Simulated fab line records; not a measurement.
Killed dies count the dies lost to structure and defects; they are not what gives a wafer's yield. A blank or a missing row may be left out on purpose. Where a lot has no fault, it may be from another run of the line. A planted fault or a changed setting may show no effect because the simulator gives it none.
Which tool was responsible? / flow nand_harc / Sampling: 24 lots, 72 wafers, 6 of 1159 route steps

== WHAT EACH GAUGE READ, for each wafer ==
NHARC_P_BONDPAD_CD_MEAS_09 targets a cd of 500 nm. Usual: cd_nm reads 501.8 nm (standard deviation 2.5).
lot=L074; measured=day 6 07:23; on=cd_sem-03; cd_nm (nm)=502.5 502.0 504.8; flag=
lot=L075; measured=day 6 08:25; on=cd_sem-01; cd_nm (nm)=500.0 501.8 502.9; flag=
lot=L077; measured=day 6 18:58; on=cd_sem-02; cd_nm (nm)=504.2 499.2 500.7; flag=
lot=L076; measured=day 6 23:01; on=cd_sem-02; cd_nm (nm)=503.5 503.2 503.8; flag=
lot=L078; measured=day 7 08:14; on=cd_sem-01; cd_nm (nm)=498.0 497.9 502.4; flag=
lot=L079; measured=day 7 18:42; on=cd_sem-01; cd_nm (nm)=501.5 503.2 505.0; flag=
lot=L080; measured=day 7 21:55; on=cd_sem-02; cd_nm (nm)=502.4 500.7 501.9; flag=
lot=L082; measured=day 8 05:44; on=cd_sem-03; cd_nm (nm)=499.4 502.2 505.1; flag=
lot=L083; measured=day 8 06:11; on=cd_sem-01; cd_nm (nm)=504.2 503.9 502.3; flag=
lot=L081; measured=day 8 06:23; on=cd_sem-03; cd_nm (nm)=496.4 498.7 499.4; flag=
lot=L085; measured=day 8 22:40; on=cd_sem-01; cd_nm (nm)=500.8 504.2 504.2; flag=
lot=L084; measured=day 8 23:10; on=cd_sem-03; cd_nm (nm)=501.3 496.7 500.9; flag=
lot=L086; measured=day 9 20:25; on=cd_sem-03; cd_nm (nm)=501.2 495.4 498.0; flag=
lot=L088; measured=day 9 21:14; on=cd_sem-03; cd_nm (nm)=504.9 505.3 502.2; flag=
lot=L087; measured=day 9 21:47; on=cd_sem-01; cd_nm (nm)=505.3 508.4 502.4; flag=
lot=L089; measured=day 10 07:10; on=cd_sem-02; cd_nm (nm)=500.1 497.3 500.7; flag=
lot=L090; measured=day 10 08:14; on=cd_sem-01; cd_nm (nm)=499.9 501.3 499.4; flag=
lot=L091; measured=day 10 22:16; on=cd_sem-03; cd_nm (nm)=504.0 500.7 503.8; flag=
lot=L092; measured=day 10 23:02; on=cd_sem-03; cd_nm (nm)=500.7 503.7 503.2; flag=
lot=L093; measured=day 11 01:02; on=cd_sem-02; cd_nm (nm)=499.8 501.8 500.4; flag=
lot=L094; measured=day 11 12:56; on=cd_sem-03; cd_nm (nm)=502.7 501.7 500.7; flag=
lot=L095; measured=day 11 17:00; on=cd_sem-01; cd_nm (nm)=504.8 504.3 503.9; flag=
lot=L096; measured=day 11 17:33; on=cd_sem-02; cd_nm (nm)=498.8 499.6 502.2; flag=
lot=L097; measured=day 12 16:56; on=cd_sem-01; cd_nm (nm)=503.0 502.6 503.5; flag=

NHARC_A_CHANNEL_FILL_D1_INSPECT_13. Usual: raw_defect_count reads 347 (standard deviation 140).
lot=L074; measured=day 10 14:16; on=defect_inspect-02; raw_defect_count=451 396 366; flag=
lot=L075; measured=day 10 09:37; on=defect_inspect-01; raw_defect_count=327 304 253; flag=
lot=L077; measured=day 11 05:32; on=defect_inspect-02; raw_defect_count=221 214 421; flag=
lot=L076; measured=day 11 05:42; on=defect_inspect-02; raw_defect_count=305 231 181; flag=
lot=L078; measured=day 11 15:04; on=defect_inspect-01; raw_defect_count=473 325 409; flag=
lot=L079; measured=day 12 01:41; on=defect_inspect-01; raw_defect_count=538 499 332; flag=
lot=L080; measured=day 12 01:59; on=defect_inspect-01; raw_defect_count=177 368 176; flag=
lot=L082; measured=day 12 10:18; on=defect_inspect-01; raw_defect_count=177 222 202; flag=
lot=L083; measured=day 12 10:18; on=defect_inspect-02; raw_defect_count=250 420 219; flag=
lot=L081; measured=day 12 14:25; on=defect_inspect-02; raw_defect_count=337 307 314; flag=
lot=L085; measured=day 12 23:31; on=defect_inspect-02; raw_defect_count=337 230 270; flag=
lot=L084; measured=day 12 23:31; on=defect_inspect-01; raw_defect_count=208 387 334; flag=
lot=L086; measured=day 13 22:35; on=defect_inspect-01; raw_defect_count=269 698 204; flag=
lot=L088; measured=day 13 22:07; on=defect_inspect-01; raw_defect_count=401 553 433; flag=
lot=L087; measured=day 14 04:07; on=defect_inspect-02; raw_defect_count=517 394 396; flag=
lot=L089; measured=day 14 11:35; on=defect_inspect-02; raw_defect_count=284 334 155; flag=
lot=L090; measured=day 14 11:34; on=defect_inspect-02; raw_defect_count=339 254 173; flag=
lot=L091; measured=day 15 00:53; on=defect_inspect-01; raw_defect_count=474 451 345; flag=
lot=L092; measured=day 15 01:04; on=defect_inspect-02; raw_defect_count=725 419 592; flag=
lot=L093; measured=day 15 06:36; on=defect_inspect-02; raw_defect_count=299 407 358; flag=
lot=L094; measured=day 16 04:46; on=defect_inspect-02; raw_defect_count=314 577 384; flag=
lot=L095; measured=day 16 12:10; on=defect_inspect-02; raw_defect_count=307 345 388; flag=
lot=L096; measured=day 16 12:11; on=defect_inspect-01; raw_defect_count=385 347 321; flag=
lot=L097; measured=day 17 00:21; on=defect_inspect-02; raw_defect_count=356 280 185; flag=

== EACH LOT AND THE TOOL THAT RAN IT (in order: tool; ch and the chambers of the sampled wafers; start) ==
lot=L074; NHARC_P_BONDPAD_CMP_32=cmp-04 ch 0,3, day 6 06:42; NHARC_P_BONDPAD_ANNEAL_28=rtp_anneal-01 ch 0, day 6 09:20; NHARC_A_CHANNEL_HOLE_D1_ETCH_22=har_etch-02 ch 0,1, day 8 08:56; NHARC_A_CHANNEL_FILL_D1_ALD_16=ald_hk-01 ch 0,2, day 9 02:09
lot=L075; NHARC_P_BONDPAD_CMP_32=cmp-01 ch 0,2, day 6 07:43; NHARC_P_BONDPAD_ANNEAL_28=rtp_anneal-01 ch 0, day 6 10:27; NHARC_A_CHANNEL_HOLE_D1_ETCH_22=har_etch-01 ch 0,1, day 8 06:08; NHARC_A_CHANNEL_FILL_D1_ALD_16=ald_hk-01 ch 0,1,2, day 8 22:04
lot=L077; NHARC_P_BONDPAD_CMP_32=cmp-04 ch 0,2,3, day 6 18:10; NHARC_P_BONDPAD_ANNEAL_28=rtp_anneal-02 ch 0, day 6 20:54; NHARC_A_CHANNEL_HOLE_D1_ETCH_22=har_etch-02 ch 0,1, day 8 20:23; NHARC_A_CHANNEL_FILL_D1_ALD_16=ald_hk-01 ch 1,2,3, day 9 17:02
lot=L076; NHARC_P_BONDPAD_CMP_32=cmp-01 ch 0,1, day 6 22:12; NHARC_P_BONDPAD_ANNEAL_28=rtp_anneal-02 ch 0, day 7 01:25; NHARC_A_CHANNEL_HOLE_D1_ETCH_22=har_etch-01 ch 0,1, day 8 21:29; NHARC_A_CHANNEL_FILL_D1_ALD_16=ald_hk-04 ch 0,1, day 9 17:04
lot=L078; NHARC_P_BONDPAD_CMP_32=cmp-03 ch 0,3, day 7 07:25; NHARC_P_BONDPAD_ANNEAL_28=rtp_anneal-01 ch 0, day 7 10:11; NHARC_A_CHANNEL_HOLE_D1_ETCH_22=har_etch-02 ch 0,1, day 9 10:24; NHARC_A_CHANNEL_FILL_D1_ALD_16=ald_hk-02 ch 1,2,3, day 10 03:44
lot=L079; NHARC_P_BONDPAD_CMP_32=cmp-03 ch 0,1,2, day 7 18:05; NHARC_P_BONDPAD_ANNEAL_28=rtp_anneal-02 ch 0, day 7 20:48; NHARC_A_CHANNEL_HOLE_D1_ETCH_22=har_etch-02 ch 0,1, day 9 19:44; NHARC_A_CHANNEL_FILL_D1_ALD_16=ald_hk-02 ch 0,1, day 10 13:32
lot=L080; NHARC_P_BONDPAD_CMP_32=cmp-01 ch 0,1,2, day 7 21:07; NHARC_P_BONDPAD_ANNEAL_28=rtp_anneal-02 ch 0, day 8 00:01; NHARC_A_CHANNEL_HOLE_D1_ETCH_22=har_etch-01 ch 0,1, day 9 20:03; NHARC_A_CHANNEL_FILL_D1_ALD_16=ald_hk-04 ch 1,3, day 10 13:31
lot=L082; NHARC_P_BONDPAD_CMP_32=cmp-01 ch 0,1,2, day 8 04:55; NHARC_P_BONDPAD_ANNEAL_28=rtp_anneal-02 ch 0, day 8 07:50; NHARC_A_CHANNEL_HOLE_D1_ETCH_22=har_etch-02 ch 0, day 10 02:42; NHARC_A_CHANNEL_FILL_D1_ALD_16=ald_hk-04 ch 0,1,2, day 10 21:28
lot=L083; NHARC_P_BONDPAD_CMP_32=cmp-04 ch 0,2,3, day 8 05:22; NHARC_P_BONDPAD_ANNEAL_28=rtp_anneal-01 ch 0, day 8 08:10; NHARC_A_CHANNEL_HOLE_D1_ETCH_22=har_etch-01 ch 0,1, day 10 02:45; NHARC_A_CHANNEL_FILL_D1_ALD_16=ald_hk-02 ch 1,2,3, day 10 21:35
lot=L081; NHARC_P_BONDPAD_CMP_32=cmp-03 ch 0,3, day 8 05:41; NHARC_P_BONDPAD_ANNEAL_28=rtp_anneal-02 ch 0, day 8 08:32; NHARC_A_CHANNEL_HOLE_D1_ETCH_22=har_etch-02 ch 0,1, day 10 06:47; NHARC_A_CHANNEL_FILL_D1_ALD_16=ald_hk-01 ch 0,1,3, day 11 02:35
lot=L085; NHARC_P_BONDPAD_CMP_32=cmp-01 ch 1,2,3, day 8 21:53; NHARC_P_BONDPAD_ANNEAL_28=rtp_anneal-02 ch 0, day 9 00:36; NHARC_A_CHANNEL_HOLE_D1_ETCH_22=har_etch-02 ch 0,1, day 10 20:24; NHARC_A_CHANNEL_FILL_D1_ALD_16=ald_hk-02 ch 0,1, day 11 11:53
lot=L084; NHARC_P_BONDPAD_CMP_32=cmp-03 ch 0,1,2, day 8 22:22; NHARC_P_BONDPAD_ANNEAL_28=rtp_anneal-02 ch 0, day 9 01:06; NHARC_A_CHANNEL_HOLE_D1_ETCH_22=har_etch-01 ch 0,1, day 10 18:34; NHARC_A_CHANNEL_FILL_D1_ALD_16=ald_hk-01 ch 0,1,3, day 11 11:54
lot=L086; NHARC_P_BONDPAD_CMP_32=cmp-01 ch 0,2, day 9 19:37; NHARC_P_BONDPAD_ANNEAL_28=rtp_anneal-01 ch 0, day 9 22:17; NHARC_A_CHANNEL_HOLE_D1_ETCH_22=har_etch-01 ch 0,1, day 11 17:26; NHARC_A_CHANNEL_FILL_D1_ALD_16=ald_hk-04 ch 1,3, day 12 10:44
lot=L088; NHARC_P_BONDPAD_CMP_32=cmp-01 ch 1,2,3, day 9 20:25; NHARC_P_BONDPAD_ANNEAL_28=rtp_anneal-02 ch 0, day 9 23:07; NHARC_A_CHANNEL_HOLE_D1_ETCH_22=har_etch-02 ch 0,1, day 11 19:10; NHARC_A_CHANNEL_FILL_D1_ALD_16=ald_hk-01 ch 0,1,3, day 12 10:45
lot=L087; NHARC_P_BONDPAD_CMP_32=cmp-03 ch 0,2,3, day 9 21:00; NHARC_P_BONDPAD_ANNEAL_28=rtp_anneal-01 ch 0, day 9 23:55; NHARC_A_CHANNEL_HOLE_D1_ETCH_22=har_etch-01 ch 0,1, day 11 21:47; NHARC_A_CHANNEL_FILL_D1_ALD_16=ald_hk-02 ch 1,2, day 12 15:54
lot=L089; NHARC_P_BONDPAD_CMP_32=cmp-01 ch 0,2, day 10 06:20; NHARC_P_BONDPAD_ANNEAL_28=rtp_anneal-01 ch 0, day 10 09:08; NHARC_A_CHANNEL_HOLE_D1_ETCH_22=har_etch-01 ch 0,1, day 12 04:07; NHARC_A_CHANNEL_FILL_D1_ALD_16=ald_hk-04 ch 1,2, day 12 21:58
lot=L090; NHARC_P_BONDPAD_CMP_32=cmp-04 ch 0,2,3, day 10 07:32; NHARC_P_BONDPAD_ANNEAL_28=rtp_anneal-01 ch 0, day 10 10:23; NHARC_A_CHANNEL_HOLE_D1_ETCH_22=har_etch-02 ch 0,1, day 12 04:19; NHARC_A_CHANNEL_FILL_D1_ALD_16=ald_hk-04 ch 0,1,3, day 12 22:17
lot=L091; NHARC_P_BONDPAD_CMP_32=cmp-03 ch 0,1, day 10 21:27; NHARC_P_BONDPAD_ANNEAL_28=rtp_anneal-01 ch 0, day 11 00:21; NHARC_A_CHANNEL_HOLE_D1_ETCH_22=har_etch-02 ch 0,1, day 12 19:58; NHARC_A_CHANNEL_FILL_D1_ALD_16=ald_hk-04 ch 0,2, day 13 13:29
lot=L092; NHARC_P_BONDPAD_CMP_32=cmp-04 ch 0,1, day 10 22:14; NHARC_P_BONDPAD_ANNEAL_28=rtp_anneal-02 ch 0, day 11 00:59; NHARC_A_CHANNEL_HOLE_D1_ETCH_22=har_etch-01 ch 1, day 12 19:27; NHARC_A_CHANNEL_FILL_D1_ALD_16=ald_hk-04 ch 0,1, day 13 13:37
lot=L093; NHARC_P_BONDPAD_CMP_32=cmp-04 ch 0,1,2, day 11 00:17; NHARC_P_BONDPAD_ANNEAL_28=rtp_anneal-02 ch 0, day 11 03:06; NHARC_A_CHANNEL_HOLE_D1_ETCH_22=har_etch-01 ch 0,1, day 12 23:48; NHARC_A_CHANNEL_FILL_D1_ALD_16=ald_hk-02 ch 1,2,3, day 13 18:28
lot=L094; NHARC_P_BONDPAD_CMP_32=cmp-01 ch 0,1,3, day 11 12:14; NHARC_P_BONDPAD_ANNEAL_28=rtp_anneal-01 ch 0, day 11 14:53; NHARC_A_CHANNEL_HOLE_D1_ETCH_22=har_etch-02 ch 0,1, day 13 23:43; NHARC_A_CHANNEL_FILL_D1_ALD_16=ald_hk-01 ch 0,2,3, day 14 16:58
lot=L095; NHARC_P_BONDPAD_CMP_32=cmp-01 ch 0,1, day 11 16:10; NHARC_P_BONDPAD_ANNEAL_28=rtp_anneal-01 ch 0, day 11 18:57; NHARC_A_CHANNEL_HOLE_D1_ETCH_22=har_etch-02 ch 0,1, day 14 08:08; NHARC_A_CHANNEL_FILL_D1_ALD_16=ald_hk-04 ch 0,1,2, day 15 03:34
lot=L096; NHARC_P_BONDPAD_CMP_32=cmp-04 ch 0,2,3, day 11 16:52; NHARC_P_BONDPAD_ANNEAL_28=rtp_anneal-01 ch 0, day 11 19:29; NHARC_A_CHANNEL_HOLE_D1_ETCH_22=har_etch-02 ch 0,1, day 14 03:58; NHARC_A_CHANNEL_FILL_D1_ALD_16=ald_hk-01 ch 0,2,3, day 14 22:31
lot=L097; NHARC_P_BONDPAD_CMP_32=cmp-03 ch 2,3, day 12 16:07; NHARC_P_BONDPAD_ANNEAL_28=rtp_anneal-02 ch 0, day 12 19:00; NHARC_A_CHANNEL_HOLE_D1_ETCH_22=har_etch-01 ch 0,1, day 14 17:48; NHARC_A_CHANNEL_FILL_D1_ALD_16=ald_hk-04 ch 1,2, day 15 11:01
- NHARC_P_BONDPAD_CMP_32: polishes SiCN, target thk 200 nm.
- NHARC_P_BONDPAD_ANNEAL_28: time 90 s.
- NHARC_A_CHANNEL_HOLE_D1_ETCH_22: etches the open film in C4F8/O2/Ar, time 666.7 s, target depth 1600 nm.
- NHARC_A_CHANNEL_FILL_D1_ALD_16: deposits SiO2, target thk 1.5 nm, pulse time 10 s, ald cycles 15.

== AS READ BY THE TOOLS THEMSELVES (means over the sampled wafers that have a number; for cases with no such wafer, the mark the record gives instead) ==
NHARC_P_BONDPAD_CMP_32. Usual: motor_current_A 11.8 A, standard deviation 1.4; slurry_filter_dp_kPa 13.50 kPa, standard deviation 0.13; slurry_flow_ml_min 150.1, standard deviation 0.51.
lot=L074; tool=cmp-04; motor_current_A (A)=11.8; slurry_filter_dp_kPa (kPa)=13.40; slurry_flow_ml_min=150.4; flag=
lot=L075; tool=cmp-01; motor_current_A (A)=14.1; slurry_filter_dp_kPa (kPa)=13.52; slurry_flow_ml_min=149.4; flag=
lot=L077; tool=cmp-04; motor_current_A (A)=11.3; slurry_filter_dp_kPa (kPa)=13.51; slurry_flow_ml_min=149.6; flag=
lot=L076; tool=cmp-01; motor_current_A (A)=12.5; slurry_filter_dp_kPa (kPa)=13.60; slurry_flow_ml_min=149.4; flag=
lot=L078; tool=cmp-03; motor_current_A (A)=11.3; slurry_filter_dp_kPa (kPa)=13.47; slurry_flow_ml_min=149.9; flag=
lot=L079; tool=cmp-03; motor_current_A (A)=11.4; slurry_filter_dp_kPa (kPa)=13.52; slurry_flow_ml_min=150.3; flag=
lot=L080; tool=cmp-01; motor_current_A (A)=13.0; slurry_filter_dp_kPa (kPa)=13.60; slurry_flow_ml_min=150.1; flag=
lot=L082; tool=cmp-01; motor_current_A (A)=13.1; slurry_filter_dp_kPa (kPa)=13.35; slurry_flow_ml_min=150.2; flag=
lot=L083; tool=cmp-04; motor_current_A (A)=11.0; slurry_filter_dp_kPa (kPa)=13.41; slurry_flow_ml_min=150.6; flag=
lot=L081; tool=cmp-03; motor_current_A (A)=11.9; slurry_filter_dp_kPa (kPa)=13.48; slurry_flow_ml_min=150.0; flag=
lot=L085; tool=cmp-01; motor_current_A (A)=12.1; slurry_filter_dp_kPa (kPa)=13.45; slurry_flow_ml_min=150.5; flag=
lot=L084; tool=cmp-03; motor_current_A (A)=11.8; slurry_filter_dp_kPa (kPa)=13.55; slurry_flow_ml_min=149.5; flag=
lot=L086; tool=cmp-01; motor_current_A (A)=14.3; slurry_filter_dp_kPa (kPa)=13.39; slurry_flow_ml_min=150.2; flag=
lot=L088; tool=cmp-01; motor_current_A (A)=12.3; slurry_filter_dp_kPa (kPa)=13.47; slurry_flow_ml_min=150.4; flag=
lot=L087; tool=cmp-03; motor_current_A (A)=11.4; slurry_filter_dp_kPa (kPa)=13.54; slurry_flow_ml_min=150.4; flag=
lot=L089; tool=cmp-01; motor_current_A (A)=14.5; slurry_filter_dp_kPa (kPa)=13.50; slurry_flow_ml_min=150.1; flag=
lot=L090; tool=cmp-04; motor_current_A (A)=11.2; slurry_filter_dp_kPa (kPa)=13.45; slurry_flow_ml_min=150.5; flag=
lot=L091; tool=cmp-03; motor_current_A (A)=11.8; slurry_filter_dp_kPa (kPa)=13.66; slurry_flow_ml_min=150.2; flag=
lot=L092; tool=cmp-04; motor_current_A (A)=11.6; slurry_filter_dp_kPa (kPa)=13.62; slurry_flow_ml_min=149.7; flag=
lot=L093; tool=cmp-04; motor_current_A (A)=11.1; slurry_filter_dp_kPa (kPa)=13.47; slurry_flow_ml_min=150.2; flag=
lot=L094; tool=cmp-01; motor_current_A (A)=12.1; slurry_filter_dp_kPa (kPa)=13.64; slurry_flow_ml_min=149.6; flag=
lot=L095; tool=cmp-01; motor_current_A (A)=11.3; slurry_filter_dp_kPa (kPa)=13.53; slurry_flow_ml_min=150.3; flag=
lot=L096; tool=cmp-04; motor_current_A (A)=11.4; slurry_filter_dp_kPa (kPa)=13.45; slurry_flow_ml_min=149.9; flag=
lot=L097; tool=cmp-03; motor_current_A (A)=10.5; slurry_filter_dp_kPa (kPa)=13.42; slurry_flow_ml_min=149.8; flag=

NHARC_P_BONDPAD_ANNEAL_28. Usual: wafer_temp_C_max reads 225.92 (standard deviation 0.27).
lot=L074 tool=rtp_anneal-01 wafer_temp_C_max=226.12 flag=
lot=L075 tool=rtp_anneal-01 wafer_temp_C_max=225.99 flag=
lot=L077 tool=rtp_anneal-02 wafer_temp_C_max=225.53 flag=
lot=L076 tool=rtp_anneal-02 wafer_temp_C_max=225.83 flag=
lot=L078 tool=rtp_anneal-01 wafer_temp_C_max=225.85 flag=
lot=L079 tool=rtp_anneal-02 wafer_temp_C_max=225.67 flag=
lot=L080 tool=rtp_anneal-02 wafer_temp_C_max=225.72 flag=
lot=L082 tool=rtp_anneal-02 wafer_temp_C_max=225.80 flag=
lot=L083 tool=rtp_anneal-01 wafer_temp_C_max=226.20 flag=
lot=L081 tool=rtp_anneal-02 wafer_temp_C_max=225.95 flag=
lot=L085 tool=rtp_anneal-02 wafer_temp_C_max=225.89 flag=
lot=L084 tool=rtp_anneal-02 wafer_temp_C_max=226.09 flag=
lot=L086 tool=rtp_anneal-01 wafer_temp_C_max=225.86 flag=
lot=L088 tool=rtp_anneal-02 wafer_temp_C_max=225.95 flag=
lot=L087 tool=rtp_anneal-01 wafer_temp_C_max=226.59 flag=
lot=L089 tool=rtp_anneal-01 wafer_temp_C_max=225.86 flag=
lot=L090 tool=rtp_anneal-01 wafer_temp_C_max=226.14 flag=
lot=L091 tool=rtp_anneal-01 wafer_temp_C_max=226.16 flag=
lot=L092 tool=rtp_anneal-02 wafer_temp_C_max=225.58 flag=
lot=L093 tool=rtp_anneal-02 wafer_temp_C_max=225.63 flag=
lot=L094 tool=rtp_anneal-01 wafer_temp_C_max=226.05 flag=
lot=L095 tool=rtp_anneal-01 wafer_temp_C_max=226.00 flag=
lot=L096 tool=rtp_anneal-01 wafer_temp_C_max=226.07 flag=
lot=L097 tool=rtp_anneal-02 wafer_temp_C_max=225.71 flag=

NHARC_A_CHANNEL_HOLE_D1_ETCH_22. Usual: drypump_motor_current_A 5.91 A, standard deviation 0.28; showerhead_plenum_p_Torr 3.76 Torr, standard deviation 0.075; throttle_valve_pct 32.156 %, standard deviation 0.01.
lot=L074; tool=har_etch-02; drypump_motor_current_A (A)=5.86; showerhead_plenum_p_Torr (Torr)=3.80; throttle_valve_pct (%)=32.155; flag=
lot=L075; tool=har_etch-01; drypump_motor_current_A (A)=5.89; showerhead_plenum_p_Torr (Torr)=3.76; throttle_valve_pct (%)=32.162; flag=
lot=L077; tool=har_etch-02; drypump_motor_current_A (A)=5.86; showerhead_plenum_p_Torr (Torr)=3.80; throttle_valve_pct (%)=32.162; flag=
lot=L076; tool=har_etch-01; drypump_motor_current_A (A)=6.11; showerhead_plenum_p_Torr (Torr)=3.70; throttle_valve_pct (%)=32.157; flag=
lot=L078; tool=har_etch-02; drypump_motor_current_A (A)=5.87; showerhead_plenum_p_Torr (Torr)=3.80; throttle_valve_pct (%)=32.160; flag=
lot=L079; tool=har_etch-02; drypump_motor_current_A (A)=5.79; showerhead_plenum_p_Torr (Torr)=3.80; throttle_valve_pct (%)=32.158; flag=
lot=L080; tool=har_etch-01; drypump_motor_current_A (A)=6.11; showerhead_plenum_p_Torr (Torr)=3.70; throttle_valve_pct (%)=32.144; flag=
lot=L082; tool=har_etch-02; drypump_motor_current_A (A)=5.92; showerhead_plenum_p_Torr (Torr)=3.77; throttle_valve_pct (%)=32.152; flag=
lot=L083; tool=har_etch-01; drypump_motor_current_A (A)=5.90; showerhead_plenum_p_Torr (Torr)=3.75; throttle_valve_pct (%)=32.168; flag=
lot=L081; tool=har_etch-02; drypump_motor_current_A (A)=5.82; showerhead_plenum_p_Torr (Torr)=3.80; throttle_valve_pct (%)=32.155; flag=
lot=L085; tool=har_etch-02; drypump_motor_current_A (A)=5.84; showerhead_plenum_p_Torr (Torr)=3.79; throttle_valve_pct (%)=32.152; flag=
lot=L084; tool=har_etch-01; drypump_motor_current_A (A)=5.86; showerhead_plenum_p_Torr (Torr)=3.75; throttle_valve_pct (%)=32.165; flag=
lot=L086; tool=har_etch-01; drypump_motor_current_A (A)=6.13; showerhead_plenum_p_Torr (Torr)=3.68; throttle_valve_pct (%)=32.159; flag=
lot=L088; tool=har_etch-02; drypump_motor_current_A (A)=5.87; showerhead_plenum_p_Torr (Torr)=3.78; throttle_valve_pct (%)=32.147; flag=
lot=L087; tool=har_etch-01; drypump_motor_current_A (A)=6.14; showerhead_plenum_p_Torr (Torr)=3.68; throttle_valve_pct (%)=32.153; flag=
lot=L089; tool=har_etch-01; drypump_motor_current_A (A)=6.12; showerhead_plenum_p_Torr (Torr)=3.68; throttle_valve_pct (%)=32.150; flag=
lot=L090; tool=har_etch-02; drypump_motor_current_A (A)=5.88; showerhead_plenum_p_Torr (Torr)=3.78; throttle_valve_pct (%)=32.165; flag=
lot=L091; tool=har_etch-02; drypump_motor_current_A (A)=5.80; showerhead_plenum_p_Torr (Torr)=3.79; throttle_valve_pct (%)=32.150; flag=
lot=L092; tool=har_etch-01; drypump_motor_current_A (A)=6.35; showerhead_plenum_p_Torr (Torr)=3.62; throttle_valve_pct (%)=32.162; flag=
lot=L093; tool=har_etch-01; drypump_motor_current_A (A)=5.87; showerhead_plenum_p_Torr (Torr)=3.74; throttle_valve_pct (%)=32.157; flag=
lot=L094; tool=har_etch-02; drypump_motor_current_A (A)=5.87; showerhead_plenum_p_Torr (Torr)=3.77; throttle_valve_pct (%)=32.150; flag=
lot=L095; tool=har_etch-02; drypump_motor_current_A (A)=5.80; showerhead_plenum_p_Torr (Torr)=3.78; throttle_valve_pct (%)=32.150; flag=
lot=L096; tool=har_etch-02; drypump_motor_current_A (A)=5.80; showerhead_plenum_p_Torr (Torr)=3.78; throttle_valve_pct (%)=32.158; flag=
lot=L097; tool=har_etch-01; drypump_motor_current_A (A)=6.16; showerhead_plenum_p_Torr (Torr)=3.67; throttle_valve_pct (%)=32.156; flag=

NHARC_A_CHANNEL_FILL_D1_ALD_16. Usual: heater_power_w 470 W, standard deviation 47; precursor_pulse_height_rel 0.998, standard deviation 0.02.
lot=L074; tool=ald_hk-01; heater_power_w (W)=477; precursor_pulse_height_rel=0.994; flag=
lot=L075; tool=ald_hk-01; heater_power_w (W)=489; precursor_pulse_height_rel=1.008; flag=
lot=L077; tool=ald_hk-01; heater_power_w (W)=471; precursor_pulse_height_rel=0.991; flag=
lot=L076; tool=ald_hk-04; heater_power_w (W)=411; precursor_pulse_height_rel=0.975; flag=
lot=L078; tool=ald_hk-02; heater_power_w (W)=497; precursor_pulse_height_rel=1.004; flag=
lot=L079; tool=ald_hk-02; heater_power_w (W)=454; precursor_pulse_height_rel=0.989; flag=
lot=L080; tool=ald_hk-04; heater_power_w (W)=454; precursor_pulse_height_rel=0.998; flag=
lot=L082; tool=ald_hk-04; heater_power_w (W)=464; precursor_pulse_height_rel=0.987; flag=
lot=L083; tool=ald_hk-02; heater_power_w (W)=499; precursor_pulse_height_rel=0.997; flag=
lot=L081; tool=ald_hk-01; heater_power_w (W)=479; precursor_pulse_height_rel=0.972; flag=
lot=L085; tool=ald_hk-02; heater_power_w (W)=451; precursor_pulse_height_rel=1.015; flag=
lot=L084; tool=ald_hk-01; heater_power_w (W)=482; precursor_pulse_height_rel=0.997; flag=
lot=L086; tool=ald_hk-04; heater_power_w (W)=450; precursor_pulse_height_rel=1.000; flag=
lot=L088; tool=ald_hk-01; heater_power_w (W)=490; precursor_pulse_height_rel=0.983; flag=
lot=L087; tool=ald_hk-02; heater_power_w (W)=489; precursor_pulse_height_rel=1.001; flag=
lot=L089; tool=ald_hk-04; heater_power_w (W)=500; precursor_pulse_height_rel=1.009; flag=
lot=L090; tool=ald_hk-04; heater_power_w (W)=435; precursor_pulse_height_rel=1.012; flag=
lot=L091; tool=ald_hk-04; heater_power_w (W)=512; precursor_pulse_height_rel=1.012; flag=
lot=L092; tool=ald_hk-04; heater_power_w (W)=414; precursor_pulse_height_rel=0.987; flag=
lot=L093; tool=ald_hk-02; heater_power_w (W)=481; precursor_pulse_height_rel=1.002; flag=
lot=L094; tool=ald_hk-01; heater_power_w (W)=474; precursor_pulse_height_rel=0.994; flag=
lot=L095; tool=ald_hk-04; heater_power_w (W)=459; precursor_pulse_height_rel=1.015; flag=
lot=L096; tool=ald_hk-01; heater_power_w (W)=471; precursor_pulse_height_rel=1.008; flag=
lot=L097; tool=ald_hk-04; heater_power_w (W)=454; precursor_pulse_height_rel=1.005; flag=

== THE ANSWER, worked out from the rows above alone ==
Rule: a lot counts as off when the mean over its wafers that have a number is more than 3 standard deviations away from the usual mean. Also off: a lot with no number at a reading for which 4 or more lots have one. The other lots that the step has rows for count as sound. Order of review: gauges by route order, followed by the tools' own readings, for which a lot's mean as printed above is used. At the first step where some lot is off, the reading lying furthest off is the one used; lots without a number count as furthest.
No lot is off on any of the readings shown, so nothing can be concluded from this.

== WHAT THE SIMULATOR PUT IN ==
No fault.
